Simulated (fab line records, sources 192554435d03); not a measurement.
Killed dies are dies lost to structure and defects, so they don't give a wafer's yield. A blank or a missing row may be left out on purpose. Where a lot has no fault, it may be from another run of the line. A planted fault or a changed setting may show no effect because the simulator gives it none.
Split-lot trial    flow n5_finfet    on a route of 1938 steps: 7 lots, 21 wafers read

## THE SPLIT
At N5_BEOL_M8_COAT_05 (resist thk 90 nm), the setting spin_rpm was moved away from the recipe's 1500 rpm on 3 of the 21 wafers read, by -4.8% to +4.8%. This setting was run at the recipe's value on the other wafers.

## FROM THE SPLIT TO THE READING: what the file shows between them, 4 steps
- N5_BEOL_M8_EBR_07
- N5_BEOL_M8_SOFTBAKE_06: time 60 s
- N5_BEOL_M8_EXPOSE_08: exposes mask M8
- N5_BEOL_M8_PEB_09: peb time 60 s

## THE READING
CAR-ArF_of_BEOL_M8_COAT_05.thk_nm (the simulator's own value, which no gauge read), in nm, at N5_BEOL_M8_DEVELOP_10 (develop time 30 s). There is no usual value for it anywhere in the file. Here, 18 wafers ran the recipe; their average is 88.3 nm with a standard deviation of 0.25 nm.

wafer   tool, chamber at the split  spin_rpm as run, rpm  against the recipe  CAR-ArF_of_BEOL_M8_COAT_05.thk_nm, nm  against lot-mates on the recipe
L077.1  litho_track-02, 0           1500                  recipe              88                                     -
L077.4  litho_track-02, 0           1500                  recipe              88.2                                   -
L077.6  litho_track-02, 0           1500                  recipe              88.2                                   -
L076.1  litho_track-05, 0           1500                  recipe              88.4                                   -
L076.2  litho_track-05, 0           1500                  recipe              88.4                                   -
L076.3  litho_track-05, 0           1500                  recipe              88.4                                   -
L080.2  litho_track-02, 0           1500                  recipe              88.2                                   -
L080.3  litho_track-02, 0           1572                  +4.8%               86                                     -2.3
L080.5  litho_track-02, 0           1500                  recipe              88.4                                   -
L083.2  litho_track-04, 0           1500                  recipe              88.2                                   -
L083.4  litho_track-04, 0           1428                  -4.8%               90.6                                   +2.4
L083.6  litho_track-04, 0           1428                  -4.8%               90.4                                   +2.2
L084.2  litho_track-04, 0           1500                  recipe              88                                     -
L084.4  litho_track-04, 0           1500                  recipe              87.8                                   -
L084.6  litho_track-04, 0           1500                  recipe              87.8                                   -
L093.1  litho_track-02, 0           1500                  recipe              88.4                                   -
L093.4  litho_track-02, 0           1500                  recipe              88.4                                   -
L093.2  litho_track-02, 0           1500                  recipe              88.6                                   -
L094.2  litho_track-05, 0           1500                  recipe              88.8                                   -
L094.3  litho_track-05, 0           1500                  recipe              88.4                                   -
L094.4  litho_track-05, 0           1500                  recipe              88.4                                   -

THE FIT
A straight line over all 21 wafers: CAR-ArF_of_BEOL_M8_COAT_05.thk_nm changes by -0.467 nm for each +1% of spin_rpm; r = -0.96; the points scatter about the line by 0.25 nm.
The same after taking each lot's own level away (the mean of its wafers on the recipe; 21 wafers): -0.479 nm for each +1%; r = -0.99; scatter 0.11 nm.
According to that fit, moving spin_rpm by its largest amount changes the reading by 2.3 nm.
Across the lots, their own levels run from 87.87 to 88.53 nm, a range of 2.7 times the standard deviation given above.
The two slopes are in agreement: the lot-to-lot level therefore moves the slope only a little.
Check: -2.3 nm against its lot-mates is what the line predicts for one of the wafers moved furthest among these (+4.8%) when that wafer is left out of the fit. It came out at -2.3 nm against them.

## THESE WAFERS: OTHER SPLITS
Before the reading, these wafers also passed through other splits. Each is held against what the fit with the lots' levels taken away leaves over:
other split on the same wafers  wafers away from the commonest value  r with CAR-ArF_of_BEOL_M8_COAT_05.thk_nm (lot level and that fit taken away)
N5_BEOL_M6_COAT_22 spin_rpm     9                                     +0.10
N5_BEOL_M7_PECVD_70 temp_c      6                                     +0.16

## THE WHOLE CHAIN: every reading that the file lists as answering this split, in the file's order
step                   what it does       reading                                                                             change (the file's fit)                r (the file's)
N5_BEOL_M8_COAT_05     resist thk 90 nm   CAR-ArF_of_BEOL_M8_COAT_05.thk_nm (the simulator's own value, which no gauge read)  -0.49 nm for each +1% of the setting   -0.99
N5_BEOL_M8_DEVELOP_10  develop time 30 s  CAR-ArF_of_BEOL_M8_COAT_05.thk_nm (the simulator's own value, which no gauge read)  -0.479 nm for each +1% of the setting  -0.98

## FILE'S OWN FIT
CAR-ArF_of_BEOL_M8_COAT_05.thk_nm changes by -0.479 nm for each +1% of spin_rpm, r = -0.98.
